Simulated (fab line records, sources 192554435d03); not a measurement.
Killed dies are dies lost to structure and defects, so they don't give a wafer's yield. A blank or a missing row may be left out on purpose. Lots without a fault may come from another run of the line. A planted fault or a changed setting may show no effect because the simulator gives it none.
fab line records | flow n5_finfet | part 1 of 2: steps 1 to 3 of 6
record lots=21 wafers=63 last_day=18
route steps=1938 shown BEOL_M6@1212 BEOL_M7@1266
lots that met no fault: from a run of the same line without faults
start_h: hours from the record's first day to the start of the lot's first wafer shown | wait_h: hours since the lot's step before | " the same as in the row above | L1.1+2: a row that stands for several wafers | - no value, or no start given | * or withheld: withheld | < > ~ a bound
route shown NAME@n: a module of which the file shows steps, and the number in the route of the first | usual: mean/standard deviation of fault-free wafers | same: alike in all rows | chamber/n: place in a boat | sites: the reading at each site | _std_site: their standard deviation | _edge_site: outer sites' mean less inner sites' | radius_mm: how far each site lies from the wafer's centre | mask NAME#n: copy n | behind: the tool/chamber that last shaped the wafer | hold: why the lot was held/for how many hours/how that ended | device: the transistor (n, p or np) that didn't switch | end of line: the same wafers' tests at the end of the route | a step without rows: its recipe alone | killed: dies lost to structure and defects at the first sort, not the wafer's yield | map: a wafer's dies, x killed, . not, _ none there
set.NAME: the setting as run; set.NAME@STEP: as run at that earlier step | model.NAME: the simulator's own value behind a step, which no gauge read
steps of the route over a sample of lots; a table a step, a row a wafer
services: from which hour (start_h, from the record's first day; less than 0 if before it) a tool's chamber was out of use, for how many hours, and why
## steps
# step N5_BEOL_M6_ETCH_62
# recipe chemistry=N2/H2 target=SOC target_depth_a=1100 overetch_a=220 mask_material=SiARC temp_c=40 time_s=165 ion_energy_ev=200 pressure_mtorr=30 source_w=840 bias_w=150 n2_flow_sccm=200 h2_flow_sccm=200
# usual drypump_motor_current_A=5.8/0.31 h2_flow_sccm=199.9/0.63 oes_product_au=0.69/0.066 rf_vpp_V=523.7/2.5 showerhead_plenum_p_Torr=2.53/0.093 throttle_valve_pct=17.79/0.27
# columns lot.wafer tool chamber start_h wait_h drypump_motor_current_A h2_flow_sccm oes_product_au rf_hours_counter_h rf_vpp_V showerhead_plenum_p_Torr throttle_valve_pct
L075.3 rie_diel-05 3 175.30 0.0 5.8 199.9 0.65 171 522.5 2.55 18.22
L075.4 " 2 " " 6.2 199.2 0.76 28 526.7 2.55 17.21
L075.6 " 3 " " 5.9 199.9 0.66 - 523.4 2.55 18.26
L076.2 rie_diel-05 2 178.57 0.0 6.1 198.9 0.76 28 525.5 2.55 17.22
L076.4 " 1 " " 5.3 200.2 0.67 98 527.7 2.68 17.66
L076.5 " 0 " " 5.6 200.7 0.60 - 522.6 2.51 17.73
L074.1 rie_diel-05 1 178.82 0.0 5.3 200.4 0.68 98 526.6 2.68 17.63
L074.2 " 3 " " 5.8 200.1 0.65 172 524.0 2.55 18.23
L074.3 " 0 " " 5.6 200.9 0.60 226 522.3 2.51 17.74
L077.3 rie_diel-04 3 190.01 0.0 6.1 201.0 0.74 37 521.5 2.46 17.59
L077.4 " 2 " " 5.8 200.3 0.76 25 523.2 2.50 17.70
L077.6 " 1 " " 6.0 199.9 0.60 - 520.7 2.40 17.45
L078.2 rie_diel-03 2 197.67 0.0 6.2 199.3 0.70 76 530.0 2.68 18.16
L078.4 " 3 " " 5.3 199.5 0.70 73 524.9 2.60 17.87
L078.6 " 0 " " 5.7 200.9 0.78 - 526.5 2.62 17.72
L079.3 rie_diel-03 1 200.13 0.0 5.9 199.9 0.78 35 522.7 2.48 17.87
L079.4 " 0 " " 5.7 199.7 0.79 16 525.5 2.62 17.73
L079.5 " 1 " " 5.9 199.4 0.77 - 520.7 2.48 17.88
L080.2 rie_diel-03 0 258.76 0.0 5.7 200.2 0.76 31 525.5 2.61 17.76
L080.3 " 1 " " 6.0 199.4 0.75 52 523.4 2.48 17.91
L080.4 " 2 " " 6.2 200.3 0.67 97 527.4 2.67 18.18
L082.1 rie_diel-04 2 258.93 0.0 5.8 199.3 0.72 50 522.2 2.49 17.74
L082.5 " 0 " " 5.4 199.0 0.58 - 522.4 2.38 17.79
L082.6 " 2 " " 5.8 199.8 0.72 - 521.8 2.49 17.75
L083.2 rie_diel-05 2 265.46 0.0 6.2 199.2 0.72 55 526.2 2.54 17.25
L083.3 " 1 " " 5.3 199.1 0.65 127 525.8 2.67 17.69
L083.4 " 3 " " 5.8 200.1 0.62 203 523.1 2.53 18.29
L085.4 rie_diel-03 1 265.65 0.0 5.9 200.6 0.75 54 522.1 2.47 17.92
L085.5 " 0 " " 5.7 199.9 0.76 - 525.9 2.61 17.74
L085.6 " 3 " " 5.3 199.9 0.68 - 524.0 2.59 17.91
L084.1 rie_diel-05 2 265.85 0.0 6.2 200.3 0.72 55 524.7 2.54 17.25
L084.2 " 0 " " 5.6 200.3 0.84 2 522.8 2.50 17.32
L084.4 " 1 " " 5.3 199.5 0.64 127 527.6 2.67 17.68
L086.1 rie_diel-05 1 270.69 0.0 5.3 199.3 0.65 128 528.2 2.67 17.69
L086.3 " 0 " " 5.6 200.1 0.83 2 522.9 2.50 17.32
L086.4 " 3 " " 5.9 199.6 0.63 204 522.7 2.53 18.29
L087.3 rie_diel-03 0 273.65 0.0 5.7 200.6 0.74 35 527.0 2.61 17.76
L087.5 " 2 " " 6.2 199.7 0.67 - 527.7 2.67 18.21
L087.6 " 1 " " 5.9 199.5 0.74 - 524.3 2.47 17.92
L088.3 rie_diel-03 2 276.73 0.0 6.2 199.0 0.68 103 526.8 2.67 18.21
L088.5 " 2 " " 6.2 199.7 0.67 - 527.9 2.67 18.21
L088.6 " 3 " " 5.3 199.5 0.68 - 524.1 2.59 17.91
L090.1 rie_diel-04 3 283.60 0.0 6.1 199.4 0.72 68 521.3 2.45 17.64
L090.4 " 2 " " 5.8 199.8 0.71 56 522.9 2.49 17.76
L090.6 " 2 " " 5.8 200.1 0.71 - 522.2 2.49 17.75
L091.1 rie_diel-05 3 291.66 0.0 5.8 200.5 0.62 210 522.7 2.53 18.31
L091.3 " 2 " " 6.2 200.1 0.71 61 524.0 2.54 17.29
L091.5 " 0 " " 5.6 200.7 0.81 - 524.1 2.50 17.34
L093.2 rie_diel-04 1 303.80 0.0 6.0 199.3 0.58 226 521.0 2.38 17.52
L093.3 " 2 " " 5.8 200.5 0.71 63 522.3 2.49 17.76
L093.4 " 3 " " 6.2 199.8 0.70 75 521.4 2.45 17.66
L094.2 rie_diel-03 0 311.22 0.0 5.7 199.6 0.73 44 525.6 2.60 17.79
L094.4 " 3 " " 5.3 199.0 0.67 106 524.2 2.58 17.92
L094.5 " 0 " " 5.6 199.2 0.73 - 524.8 2.60 17.79
L095.2 rie_diel-03 3 314.82 0.0 5.3 200.6 0.66 108 524.1 2.58 17.93
L095.5 " 2 " " 6.2 200.5 0.66 - 529.7 2.66 18.21
L095.6 " 1 " " 6.0 200.7 0.72 - 521.7 2.47 17.95
L096.2 rie_diel-04 2 323.51 0.0 5.8 200.6 0.69 70 520.8 2.48 17.77
L096.3 " 1 " " 6.0 199.6 0.58 233 519.1 2.38 17.51
L096.5 " 1 " " 6.0 199.2 0.57 - 521.0 2.38 17.54
L097.2 rie_diel-04 0 334.70 0.0 5.4 198.7 0.56 247 519.8 2.37 17.82
L097.3 " 1 " " 6.0 199.4 0.58 237 519.3 2.38 17.53
L097.5 " 3 " " 6.1 199.5 0.69 - 522.5 2.44 17.68
# step N5_BEOL_M6_STRIP_19
# recipe chemistry=O2 power_w=400 temp_c=40 pressure_mtorr=30 rf_frequency_hz=6e+07 bias_power_w=0 overash_fraction=0.2 o2_flow_sccm=225
# usual drypump_motor_current_A=5.8/0.3 oes_product_au=0.81/0.081 rf_vpp_V=3.7/0.58 showerhead_plenum_p_Torr=2.09/0.074 throttle_valve_pct=16.64/0.28
# same overash_fraction=0.2
# columns lot.wafer tool chamber start_h wait_h drypump_motor_current_A oes_product_au rf_hours_counter_h rf_vpp_V showerhead_plenum_p_Torr throttle_valve_pct
L075.3 rie_diel-03 1 175.60 0.1 5.9 0.91 25 3.8 2.03 16.53
L075.4 " 0 " " 5.7 0.97 6 5.1 2.17 16.53
L075.6 " 0 " " 5.7 0.99 - 3.5 2.17 16.55
L076.2 rie_diel-05 1 178.99 0.2 5.3 0.79 98 3.5 2.21 16.54
L076.4 " 0 " " 5.6 0.70 226 3.6 2.08 16.66
L076.5 " 0 " " 5.6 0.70 - 4.1 2.08 16.67
L074.1 rie_diel-03 3 179.12 0.1 5.3 0.82 66 3.2 2.10 16.38
L074.2 " 1 " " 5.9 0.91 26 3.7 2.03 16.52
L074.3 " 2 " " 6.2 0.81 69 2.7 2.22 17.06
L077.3 rie_diel-04 3 190.31 0.1 6.2 0.89 37 3.9 2.03 16.52
L077.4 " 2 " " 5.8 0.89 25 3.8 2.04 16.28
L077.6 " 2 " " 5.8 0.90 - 3.1 2.04 16.28
L078.2 rie_diel-05 3 197.97 0.1 5.8 0.77 180 3.4 2.12 17.07
L078.4 " 0 " " 5.5 0.70 234 2.0 2.08 16.69
L078.6 " 3 " " 5.8 0.78 - 3.6 2.12 17.07
L079.3 rie_diel-04 1 200.56 0.2 6.0 0.69 194 2.7 1.99 16.51
L079.4 " 0 " " 5.4 0.71 204 3.8 2.00 16.90
L079.5 " 1 " " 6.0 0.69 - 3.6 1.99 16.48
L080.2 rie_diel-04 0 259.10 0.1 5.4 0.69 225 4.0 2.00 16.93
L080.3 " 2 " " 5.8 0.85 50 3.9 2.04 16.31
L080.4 " 3 " " 6.1 0.86 - 2.7 2.02 16.57
L082.1 rie_diel-03 0 259.23 0.1 5.7 0.89 32 4.0 2.16 16.57
L082.5 " 3 " " 5.3 0.79 - 4.2 2.09 16.42
L082.6 " 0 " " 5.7 0.90 - 3.3 2.16 16.58
L083.2 rie_diel-04 1 265.76 0.1 5.9 0.68 214 3.3 1.99 16.53
L083.3 " 3 " " 6.2 0.85 64 3.8 2.02 16.57
L083.4 " 0 " " 5.4 0.68 226 3.2 2.00 16.96
L085.4 rie_diel-03 1 265.95 0.1 5.9 0.89 54 3.0 2.02 16.59
L085.5 " 3 " " 5.3 0.78 - 4.4 2.09 16.44
L085.6 " 2 " " 6.2 0.77 - 3.9 2.21 17.13
L084.1 rie_diel-05 1 266.14 0.1 5.3 0.76 127 3.6 2.20 16.62
L084.2 " 3 " " 5.8 0.74 203 3.3 2.11 17.12
L084.4 " 0 " " 5.6 0.99 2 3.7 2.08 16.22
L086.1 rie_diel-04 1 270.98 0.1 5.9 0.68 216 4.6 1.99 16.51
L086.3 " 3 " " 6.2 0.84 65 3.9 2.02 16.58
L086.4 " 0 " " 5.4 0.68 227 4.3 2.00 16.96
L087.3 rie_diel-05 3 273.94 0.1 5.9 0.76 205 4.0 2.11 17.11
L087.5 " 0 " " 5.6 0.97 - 5.2 2.08 16.25
L087.6 " 1 " " 5.3 0.76 - 3.1 2.20 16.60
L088.3 rie_diel-04 3 277.14 0.2 6.1 0.85 66 3.8 2.02 16.56
L088.5 " 2 " " 5.8 0.85 - 4.1 2.03 16.31
L088.6 " 1 " " 6.0 0.67 - 3.5 1.99 16.52
L090.1 rie_diel-03 0 283.91 0.1 5.7 0.90 37 3.2 2.16 16.63
L090.4 " 1 " " 5.9 0.88 59 3.5 2.01 16.59
L090.6 " 3 " " 5.3 0.78 - 4.0 2.09 16.43
L091.1 rie_diel-05 0 291.96 0.1 5.6 0.96 8 3.6 2.07 16.24
L091.3 " 3 " " 5.8 0.75 210 3.2 2.11 17.12
L091.5 " 2 " " 6.2 0.85 - 3.6 2.13 16.47
L093.2 rie_diel-05 1 304.10 0.1 5.3 0.75 137 3.8 2.20 16.62
L093.3 " 3 " " 5.8 0.75 214 3.1 2.11 17.11
L093.4 " 0 " " 5.6 0.94 12 4.2 2.07 16.25
L094.2 rie_diel-03 0 311.60 0.2 5.7 0.89 45 3.8 2.16 16.61
L094.4 " 2 " " 6.2 0.77 112 3.4 2.21 17.15
L094.5 " 2 " " 6.2 0.76 - 3.2 2.21 17.14
L095.2 rie_diel-03 0 315.12 0.1 5.7 0.88 46 3.5 2.16 16.62
L095.5 " 1 " " 5.9 0.85 - 4.0 2.01 16.62
L095.6 " 2 " " 6.2 0.76 - 3.6 2.21 17.15
L096.2 rie_diel-03 0 323.81 0.1 5.7 0.88 49 2.8 2.16 16.62
L096.3 " 3 " " 5.3 0.77 111 3.5 2.09 16.47
L096.5 " 1 " " 6.0 0.86 - 4.0 2.01 16.62
L097.2 rie_diel-04 3 335.00 0.1 6.2 0.82 85 3.6 2.02 16.63
L097.3 " 1 " " 6.0 0.66 237 4.2 1.98 16.57
L097.5 " 3 " " 6.2 0.83 - 3.7 2.02 16.61
# step N5_BEOL_M6_DESCUM_33
# recipe chemistry=O2 time_s=7 source_power_w=50 bias_power_w=20 pressure_mtorr=20 rf_frequency_hz=2.712e+07 temp_c=40 resist=CAR-EUV o2_flow_sccm=225
# usual drypump_motor_current_A=5.8/0.3 oes_product_au=0.81/0.087 rf_vpp_V=242.9/1.4 showerhead_plenum_p_Torr=2.08/0.074 throttle_valve_pct=20.4/0.31
# columns lot.wafer tool chamber start_h wait_h drypump_motor_current_A oes_product_au rf_hours_counter_h rf_vpp_V showerhead_plenum_p_Torr throttle_valve_pct
L075.3 rie_diel-05 0 176.25 0.0 5.6 0.71 225 243.3 2.08 20.4
L075.4 " 2 " " 6.2 0.91 28 244.1 2.14 20.2
L075.6 " 0 " " 5.6 0.70 - 241.8 2.08 20.4
L076.2 rie_diel-04 2 179.61 0.0 5.8 0.91 21 242.4 2.04 20.0
L076.4 " 3 " " 6.1 0.89 32 244.9 2.03 20.3
L076.5 " 1 " " 6.0 0.69 - 242.2 1.99 20.1
L074.1 rie_diel-03 0 179.66 0.0 5.7 0.97 7 244.3 2.17 20.4
L074.2 " 1 " " 5.9 0.93 26 242.8 2.02 20.3
L074.3 " 3 " " 5.3 0.82 66 243.0 2.10 20.1
L077.3 rie_diel-03 3 190.81 0.0 5.3 0.82 70 242.8 2.10 20.1
L077.4 " 0 " " 5.7 0.95 12 244.8 2.17 20.4
L077.6 " 2 " " 6.2 0.81 - 245.0 2.22 20.9
L078.2 rie_diel-04 0 198.74 0.2 5.4 0.70 203 240.9 2.00 20.7
L078.4 " 1 " " 6.0 0.69 194 241.8 1.99 20.2
L078.6 " 0 " " 5.4 0.70 - 240.4 2.00 20.7
L079.3 rie_diel-04 2 201.19 0.0 5.8 0.88 29 241.6 2.04 20.0
L079.4 " 1 " " 6.0 0.69 194 241.5 1.99 20.2
L079.5 " 3 " " 6.1 0.88 - 240.6 2.03 20.3
L082.1 rie_diel-05 2 261.51 0.0 6.1 0.86 54 244.5 2.13 20.3
L082.5 " 2 " " 6.1 0.86 - 243.3 2.13 20.3
L082.6 " 1 " " 5.3 0.77 - 244.0 2.20 20.3
L080.2 rie_diel-03 0 261.68 0.0 5.7 0.92 32 242.9 2.16 20.4
L080.3 " 1 " " 6.0 0.89 53 242.0 2.01 20.4
L080.4 " 2 " " 6.2 0.78 98 244.6 2.21 21.0
L085.4 rie_diel-05 3 268.86 0.1 5.9 0.76 204 242.9 2.11 20.9
L085.5 " 1 " " 5.3 0.77 - 246.3 2.20 20.3
L085.6 " 2 " " 6.1 0.87 - 244.0 2.13 20.3
L083.2 rie_diel-04 0 272.97 0.0 5.4 0.69 228 240.5 1.99 20.8
L083.3 " 3 " " 6.1 0.86 65 242.2 2.02 20.3
L083.4 " 1 " " 6.0 0.68 216 241.8 1.98 20.2
L086.1 rie_diel-05 1 275.59 0.0 5.3 0.77 130 245.1 2.20 20.3
L086.3 " 2 " " 6.2 0.86 57 243.6 2.13 20.3
L086.4 " 0 " " 5.6 0.98 4 242.8 2.07 20.0
L084.1 rie_diel-05 3 276.09 0.0 5.9 0.75 206 242.8 2.10 20.9
L084.2 " 1 " " 5.3 0.76 130 244.3 2.20 20.3
L084.4 " 0 " " 5.6 0.96 4 242.0 2.07 20.0
L087.3 rie_diel-04 1 279.42 0.0 6.0 0.68 218 240.2 1.98 20.2
L087.5 " 1 " " 6.0 0.68 - 241.5 1.98 20.2
L087.6 " 2 " " 5.8 0.84 - 241.6 2.03 20.0
L088.3 rie_diel-05 0 279.59 0.0 5.6 0.96 5 241.7 2.07 20.0
L088.5 " 2 " " 6.1 0.84 - 245.2 2.13 20.2
L088.6 " 3 " " 5.8 0.74 - 244.2 2.10 20.9
L090.1 rie_diel-05 0 284.48 0.1 5.6 0.96 6 242.8 2.07 20.0
L090.4 " 2 " " 6.1 0.85 60 243.2 2.13 20.2
L090.6 " 3 " " 5.9 0.75 - 244.5 2.10 20.9
L091.1 rie_diel-03 3 293.16 0.0 5.3 0.79 101 243.4 2.09 20.1
L091.3 " 2 " " 6.2 0.77 107 244.4 2.20 21.0
L091.5 " 1 " " 5.9 0.87 - 242.1 2.01 20.4
L093.2 rie_diel-04 1 305.04 0.0 6.0 0.66 226 240.6 1.98 20.2
L093.3 " 0 " " 5.4 0.67 237 241.0 1.99 20.8
L093.4 " 3 " " 6.1 0.83 75 241.2 2.02 20.4
L094.2 rie_diel-04 1 313.61 0.1 6.0 0.66 229 241.5 1.98 20.2
L094.4 " 2 " " 5.8 0.82 66 243.8 2.03 20.1
L094.5 " 3 " " 6.1 0.82 - 242.8 2.02 20.3
L095.2 rie_diel-04 3 317.49 0.0 6.2 0.83 80 241.8 2.01 20.3
L095.5 " 1 " " 6.0 0.66 - 241.9 1.98 20.2
L095.6 " 0 " " 5.3 0.66 - 242.0 1.99 20.8
L096.2 rie_diel-04 3 324.73 0.0 6.2 0.83 82 242.2 2.01 20.4
L096.3 " 0 " " 5.4 0.67 244 241.0 1.99 20.8
L096.5 " 1 " " 5.9 0.66 - 242.3 1.98 20.2
L097.2 rie_diel-03 3 337.71 0.2 5.3 0.77 116 243.1 2.08 20.1
L097.3 " 0 " " 5.7 0.87 54 243.9 2.15 20.4
L097.5 " 0 " " 5.7 0.87 - 244.7 2.15 20.4
